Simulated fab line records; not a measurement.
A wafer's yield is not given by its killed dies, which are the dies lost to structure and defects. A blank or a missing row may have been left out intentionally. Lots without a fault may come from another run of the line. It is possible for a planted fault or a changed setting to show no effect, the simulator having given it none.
A lot that was struck, set against a sound lot ; flow n5_finfet ; 43 out of 1938 route steps
Sound: these wafers, L318.1, L318.3, L318.5. Struck: wafers L325.1, L325.5 (left out: L325.4, a lot-mate that was not struck); the cause follows at the end.
Each step with rows lists, per side, the tool, then ch with its chambers, then its first start. Under that, the readings that differ: sound wafers ; struck wafers ; difference of the means ; sigmas: that difference in standard deviations of wafers without a fault.
alike: readings with means less than 2 such deviations apart, plus words and numbers identical on both sides. not compared: withheld readings, readings lacking a value on some wafer, bounds such as >300 that could conceal the same value, and numbers that have no deviation in the record and whose values overlap.
Wherever a step has rows on one side only, a row that says differs or no value, or a row with sigmas, the two part there. Numbers that don't overlap but have no deviation are shown without sigmas and don't part them. A reading missing from all wafers of one side parts the sides only when that side holds two or more wafers.

N5_PASSIVATION_OVL_MEAS_60:
  sound on overlay-02 ch 0, day 12 07:16; struck on overlay-02 ch 0, day 13 17:31
  alike: TV_OVL
N5_PASSIVATION_INSPECT_61: inspects for defects (macro).
  sound: defect_inspect-02 at day 12 07:18; struck: defect_inspect-01 at day 13 17:32
  alike: raw_defect_count
then, 1 step without rows for these wafers: N5_PASSIVATION_DESCUM_12 (chemistry O2, time 7.9 s).
N5_PASSIVATION_PASS_ETCH_74: etches SiNx in CF4/O2, target depth 220 nm, time 110 s.
  sound on rie_diel-03 ch 0,2,3, day 12 08:24; struck on rie_diel-03 ch 0,1, day 13 17:44
  alike: drypump_motor_current_A, mfc_ar_sccm, oes_product_au, rf_vpp_V, showerhead_plenum_p_Torr, throttle_valve_pct
  not compared: rf_hours_counter_h
then, 1 step without rows for these wafers: N5_PASSIVATION_VIA_ETCH_13 (etches SiO2 in CHF3/O2, target depth 660 nm, time 330 s).
N5_PASSIVATION_STRIP_14: strips in O2.
  sound on rie_diel-03 ch 0,2,3, day 12 08:41; struck on rie_diel-03 ch 0,1, day 13 18:02
  alike: drypump_motor_current_A, oes_product_au, rf_vpp_V, showerhead_plenum_p_Torr, throttle_valve_pct
  not compared: rf_hours_counter_h
then, 6 steps without rows for these wafers: N5_PASSIVATION_ETCH_15 (etches SiCN in CF4/N2, target depth 75 nm, time 81.2 s); N5_PASSIVATION_STRIP_73 (strips in post etch residue remover, time 60 s); N5_PASSIVATION_SRD_17 (time 30 s, dry time 30 s); N5_PASSIVATION_DEGAS_18 (time 60 s); N5_PASSIVATION_PRE_CLEAN_19; N5_PASSIVATION_SPUTTER_20 (material TaN, target thk 50 nm).
N5_PASSIVATION_AL_DEP_21: deposits Al, target thk 2800 nm, time 170 s.
  sound: pvd_sputter-03 at day 12 09:08; struck: pvd_sputter-02 at day 13 18:37
reading;sound;struck;difference;sigmas
model.Al_of_PASSIVATION_AL_DEP_21.thk_nm (nm);2789 2813 2790;2344 2336;-457;
  alike: substrate_temp_c, throttle_valve_pct
then, 8 steps without rows for these wafers: N5_PASSIVATION_HMDS_23 (time 60 s); N5_PASSIVATION_COAT_24; N5_PASSIVATION_EBR_26; N5_PASSIVATION_SOFTBAKE_25 (time 90 s); N5_PASSIVATION_EXPOSE_27 (exposes mask PAD, defocus 0 nm); N5_PASSIVATION_PEB_28; N5_PASSIVATION_DEVELOP_29 (develop time 60 s); N5_PASSIVATION_HARDBAKE_31 (time 120 s).
N5_PASSIVATION_CD_MEAS_30 targets a cd of 4000 nm.
  sound on cd_sem-01 ch 0, day 12 09:36; struck on cd_sem-01 ch 0, day 13 19:05
  alike: cd_nm
N5_PASSIVATION_OVL_MEAS_63:
  sound on overlay-02 ch 0, day 12 09:38; struck on overlay-02 ch 0, day 13 19:07
  alike: PAD_OVL
N5_PASSIVATION_INSPECT_64: inspects for defects (macro).
  sound: defect_inspect-01 at day 12 09:39; struck: defect_inspect-01 at day 13 19:08
  alike: raw_defect_count
N5_PASSIVATION_DESCUM_32: chemistry O2, time 7.9 s.
  sound on rie_diel-01 ch 0,2, day 12 09:41; struck on rie_diel-01 ch 2, day 13 19:20
  alike: drypump_motor_current_A, oes_product_au, rf_vpp_V, showerhead_plenum_p_Torr, throttle_valve_pct
  not compared: rf_hours_counter_h
N5_PASSIVATION_AL_ETCH_33: etches Al in Cl2/BCl3, stops on TaN, target depth 2800 nm, time 466.7 s.
  sound on rie_metal-01 ch 0,1, day 12 09:47; struck on rie_metal-03 ch 0,1, day 13 19:26
  alike: drypump_motor_current_A, oes_product_au, throttle_valve_pct
  not compared: rf_hours_counter_h
then, 1 step without rows for these wafers: N5_PASSIVATION_ETCH_59 (etches TaN in Cl2/BCl3, target depth 65 nm, time 34.9 s).
N5_PASSIVATION_STRIP_34: strips in O2.
  sound on rie_diel-05 ch 0,1, day 12 10:41; struck on rie_diel-04 ch 1,2, day 13 19:57
  alike: drypump_motor_current_A, oes_product_au, rf_vpp_V, showerhead_plenum_p_Torr, throttle_valve_pct
  not compared: rf_hours_counter_h
then, 13 steps without rows for these wafers: N5_PASSIVATION_STRIP_51 (strips in post etch residue remover, time 1200 s); N5_PASSIVATION_CLEAN_69 (cleans in IPA, time 180 s); N5_PASSIVATION_SRD_70 (time 30 s); N5_PASSIVATION_PECVD_53 (deposits SiO2 from TEOS/O2, target thk 800 nm, time 169.4 s); N5_PASSIVATION_PECVD_35 (deposits SiNx from SiH4/NH3/N2, target thk 700 nm, time 151.3 s); N5_PASSIVATION_HMDS_37 (time 60 s); N5_PASSIVATION_COAT_38; N5_PASSIVATION_EBR_40; N5_PASSIVATION_SOFTBAKE_39 (time 120 s); N5_PASSIVATION_EXPOSE_41 (exposes mask PASS OPEN, defocus 0 nm, target cd 40000 nm); N5_PASSIVATION_PEB_42; N5_PASSIVATION_DEVELOP_43 (develop time 60 s); N5_PASSIVATION_HARDBAKE_45 (time 120 s).
N5_PASSIVATION_CD_MEAS_44 targets a cd of 40000 nm.
  sound on cd_sem-03 ch 0, day 12 11:51; struck on cd_sem-03 ch 0, day 13 21:07
  alike: cd_nm
N5_PASSIVATION_STRIP_52: strips in post etch residue remover, time 1200 s.
  sound on wet_bench-06 ch 2,3,5, day 12 12:40; struck on wet_bench-06 ch 2,5, day 13 21:55
reading;sound;struck;difference;sigmas
model.Al_of_PASSIVATION_AL_DEP_21.thk_nm (nm);2774 2798 2775;2329 2320;-458;

== WHERE THEY PART ==
Nowhere in this record.

WHY: what the simulator had put in
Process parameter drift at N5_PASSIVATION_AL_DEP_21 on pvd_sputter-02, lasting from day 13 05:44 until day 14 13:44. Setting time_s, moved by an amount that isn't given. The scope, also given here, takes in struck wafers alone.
